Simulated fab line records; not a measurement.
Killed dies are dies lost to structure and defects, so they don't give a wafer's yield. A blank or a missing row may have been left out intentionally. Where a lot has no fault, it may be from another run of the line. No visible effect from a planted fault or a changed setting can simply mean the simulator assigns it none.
Split-lot experiment / flow n5_finfet / 21 wafers read from 7 lots, route of 1938 steps

## THE SPLIT
At N5_HKMG_FIN_COAT_06 (resist thk 90 nm), the setting spin_rpm was moved away from the recipe's 1500 rpm on 7 of the 21 wafers read, by -10.7% to +10.8%. The other wafers ran this setting at the recipe's value.

## FROM THE SPLIT TO THE READING: what the file shows between them, 3 steps
- N5_HKMG_FIN_EBR_08
- N5_HKMG_FIN_SOFTBAKE_07: time 60 s
- N5_HKMG_FIN_DESCUM_17: chemistry O2, time 7.9 s

## THE READING
CAR-ArF_of_HKMG_FIN_COAT_06.thk_nm (the simulator's own value, which no gauge read), in nm, at N5_HKMG_FIN_ETCH_31 (etches SiARC in CF4, target depth 45.5 nm, time 75.8 s). There is no usual value for it anywhere in the file. Across the 14 wafers here that went through the recipe, the average is 50.8 nm and the standard deviation 0.61 nm.

wafer=L076.1; tool, chamber at the split=litho_track-02, 0; spin_rpm as run, rpm=1339; against the recipe=-10.7%; CAR-ArF_of_HKMG_FIN_COAT_06.thk_nm, nm=55; against lot-mates on the recipe=+4.2
wafer=L076.3; tool, chamber at the split=litho_track-02, 0; spin_rpm as run, rpm=1339; against the recipe=-10.7%; CAR-ArF_of_HKMG_FIN_COAT_06.thk_nm, nm=56.4; against lot-mates on the recipe=+5.6
wafer=L076.6; tool, chamber at the split=litho_track-02, 0; spin_rpm as run, rpm=1500; against the recipe=recipe; CAR-ArF_of_HKMG_FIN_COAT_06.thk_nm, nm=50.8; against lot-mates on the recipe=-
wafer=L079.2; tool, chamber at the split=litho_track-03, 0; spin_rpm as run, rpm=1500; against the recipe=recipe; CAR-ArF_of_HKMG_FIN_COAT_06.thk_nm, nm=49; against lot-mates on the recipe=-
wafer=L079.3; tool, chamber at the split=litho_track-03, 0; spin_rpm as run, rpm=1500; against the recipe=recipe; CAR-ArF_of_HKMG_FIN_COAT_06.thk_nm, nm=50.6; against lot-mates on the recipe=-
wafer=L079.5; tool, chamber at the split=litho_track-03, 0; spin_rpm as run, rpm=1648; against the recipe=+9.9%; CAR-ArF_of_HKMG_FIN_COAT_06.thk_nm, nm=46.4; against lot-mates on the recipe=-3.4
wafer=L080.2; tool, chamber at the split=litho_track-01, 0; spin_rpm as run, rpm=1500; against the recipe=recipe; CAR-ArF_of_HKMG_FIN_COAT_06.thk_nm, nm=50.8; against lot-mates on the recipe=-
wafer=L080.4; tool, chamber at the split=litho_track-01, 0; spin_rpm as run, rpm=1500; against the recipe=recipe; CAR-ArF_of_HKMG_FIN_COAT_06.thk_nm, nm=51; against lot-mates on the recipe=-
wafer=L080.6; tool, chamber at the split=litho_track-01, 0; spin_rpm as run, rpm=1500; against the recipe=recipe; CAR-ArF_of_HKMG_FIN_COAT_06.thk_nm, nm=50.8; against lot-mates on the recipe=-
wafer=L084.3; tool, chamber at the split=litho_track-02, 0; spin_rpm as run, rpm=1500; against the recipe=recipe; CAR-ArF_of_HKMG_FIN_COAT_06.thk_nm, nm=50.8; against lot-mates on the recipe=-
wafer=L084.4; tool, chamber at the split=litho_track-02, 0; spin_rpm as run, rpm=1662; against the recipe=+10.8%; CAR-ArF_of_HKMG_FIN_COAT_06.thk_nm, nm=46.2; against lot-mates on the recipe=-4.5
wafer=L084.6; tool, chamber at the split=litho_track-02, 0; spin_rpm as run, rpm=1500; against the recipe=recipe; CAR-ArF_of_HKMG_FIN_COAT_06.thk_nm, nm=50.6; against lot-mates on the recipe=-
wafer=L088.2; tool, chamber at the split=litho_track-03, 0; spin_rpm as run, rpm=1590; against the recipe=+6.0%; CAR-ArF_of_HKMG_FIN_COAT_06.thk_nm, nm=48.4; against lot-mates on the recipe=-2.6
wafer=L088.4; tool, chamber at the split=litho_track-03, 0; spin_rpm as run, rpm=1590; against the recipe=+6.0%; CAR-ArF_of_HKMG_FIN_COAT_06.thk_nm, nm=48.2; against lot-mates on the recipe=-2.8
wafer=L088.6; tool, chamber at the split=litho_track-03, 0; spin_rpm as run, rpm=1500; against the recipe=recipe; CAR-ArF_of_HKMG_FIN_COAT_06.thk_nm, nm=51; against lot-mates on the recipe=-
wafer=L094.1; tool, chamber at the split=litho_track-02, 0; spin_rpm as run, rpm=1500; against the recipe=recipe; CAR-ArF_of_HKMG_FIN_COAT_06.thk_nm, nm=52; against lot-mates on the recipe=-
wafer=L094.3; tool, chamber at the split=litho_track-02, 0; spin_rpm as run, rpm=1500; against the recipe=recipe; CAR-ArF_of_HKMG_FIN_COAT_06.thk_nm, nm=50.8; against lot-mates on the recipe=-
wafer=L094.5; tool, chamber at the split=litho_track-02, 0; spin_rpm as run, rpm=1621; against the recipe=+8.1%; CAR-ArF_of_HKMG_FIN_COAT_06.thk_nm, nm=48.8; against lot-mates on the recipe=-2.6
wafer=L097.1; tool, chamber at the split=litho_track-02, 0; spin_rpm as run, rpm=1500; against the recipe=recipe; CAR-ArF_of_HKMG_FIN_COAT_06.thk_nm, nm=51.2; against lot-mates on the recipe=-
wafer=L097.2; tool, chamber at the split=litho_track-02, 0; spin_rpm as run, rpm=1500; against the recipe=recipe; CAR-ArF_of_HKMG_FIN_COAT_06.thk_nm, nm=50.6; against lot-mates on the recipe=-
wafer=L097.6; tool, chamber at the split=litho_track-02, 0; spin_rpm as run, rpm=1500; against the recipe=recipe; CAR-ArF_of_HKMG_FIN_COAT_06.thk_nm, nm=51.2; against lot-mates on the recipe=-

FIT RESULTS
A straight line over all 21 wafers: CAR-ArF_of_HKMG_FIN_COAT_06.thk_nm changes by -0.423 nm for each +1% of spin_rpm; r = -0.96; the points scatter about the line by 0.66 nm.
The same after taking each lot's own level away (the mean of its wafers on the recipe; 21 wafers): -0.417 nm for each +1%; r = -0.98; scatter 0.49 nm.
On that fit, the largest move of spin_rpm shifts the reading by 4.5 nm.
Across the lots, their own levels run from 49.80 to 51.40 nm, a range of 2.6 times the standard deviation given above.
Hence the lot-to-lot level has little effect on the slope; both slopes agree.
Check: for one of the wafers moved furthest among these (+10.8%), held out of the fit, the line's prediction against its lot-mates is -4.39 nm. It came out at -4.5 nm against them.

## OTHER SPLITS APPLIED TO THESE WAFERS
Note: prior to the reading, these wafers also went through further splits. Each is held against what the fit with the lots' levels taken away leaves over:
other split on the same wafers=N5_WELL_APT_EXPOSE_05 dose_mj; wafers away from the commonest value=6; r with CAR-ArF_of_HKMG_FIN_COAT_06.thk_nm (lot level and that fit taken away)=+0.05
other split on the same wafers=N5_WELL_APT_DEVELOP_07 develop_time_s; wafers away from the commonest value=6; r with CAR-ArF_of_HKMG_FIN_COAT_06.thk_nm (lot level and that fit taken away)=+0.16
other split on the same wafers=N5_PMOS_HMC_CHANNEL_EPI_PEB_07 peb_temp_c; wafers away from the commonest value=4; r with CAR-ArF_of_HKMG_FIN_COAT_06.thk_nm (lot level and that fit taken away)=+0.07
other split on the same wafers=N5_DUMMY_GATE_PECVD_30 time_s; wafers away from the commonest value=7; r with CAR-ArF_of_HKMG_FIN_COAT_06.thk_nm (lot level and that fit taken away)=-0.12
other split on the same wafers=N5_DUMMY_GATE_COAT_28 spin_rpm; wafers away from the commonest value=6; r with CAR-ArF_of_HKMG_FIN_COAT_06.thk_nm (lot level and that fit taken away)=+0.22
other split on the same wafers=N5_SD_EPI_N_ETCH_45 target_depth_a; wafers away from the commonest value=10; r with CAR-ArF_of_HKMG_FIN_COAT_06.thk_nm (lot level and that fit taken away)=-0.01
other split on the same wafers=N5_SD_EPI_N_ETCH_16 target_depth_a; wafers away from the commonest value=7; r with CAR-ArF_of_HKMG_FIN_COAT_06.thk_nm (lot level and that fit taken away)=-0.01
other split on the same wafers=N5_HKMG_FIN_ETCH_54 source_w; wafers away from the commonest value=8; r with CAR-ArF_of_HKMG_FIN_COAT_06.thk_nm (lot level and that fit taken away)=-0.12
other split on the same wafers=N5_HKMG_FIN_ETCH_58 source_w; wafers away from the commonest value=7; r with CAR-ArF_of_HKMG_FIN_COAT_06.thk_nm (lot level and that fit taken away)=+0.07
other split on the same wafers=N5_HKMG_FIN_COAT_30 spin_rpm; wafers away from the commonest value=4; r with CAR-ArF_of_HKMG_FIN_COAT_06.thk_nm (lot level and that fit taken away)=+0.58

## THE WHOLE CHAIN: every reading that the file lists as answering this split, in the file's order
step=N5_HKMG_FIN_COAT_06; what it does=resist thk 90 nm; reading=CAR-ArF_of_HKMG_FIN_COAT_06.thk_nm (the simulator's own value, which no gauge read); change (the file's fit)=-0.438 nm for each +1% of the setting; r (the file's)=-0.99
step=N5_HKMG_FIN_DESCUM_17; what it does=chemistry O2, time 7.9 s; reading=CAR-ArF_of_HKMG_FIN_COAT_06.thk_nm (the simulator's own value, which no gauge read); change (the file's fit)=-0.435 nm for each +1% of the setting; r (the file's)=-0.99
step=N5_HKMG_FIN_ETCH_31; what it does=etches SiARC in CF4, target depth 45.5 nm, time 75.8 s; reading=CAR-ArF_of_HKMG_FIN_COAT_06.thk_nm (the simulator's own value, which no gauge read); change (the file's fit)=-0.4 nm for each +1% of the setting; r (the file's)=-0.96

## FILE'S OWN FIT
CAR-ArF_of_HKMG_FIN_COAT_06.thk_nm changes by -0.4 nm for each +1% of spin_rpm, r = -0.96.
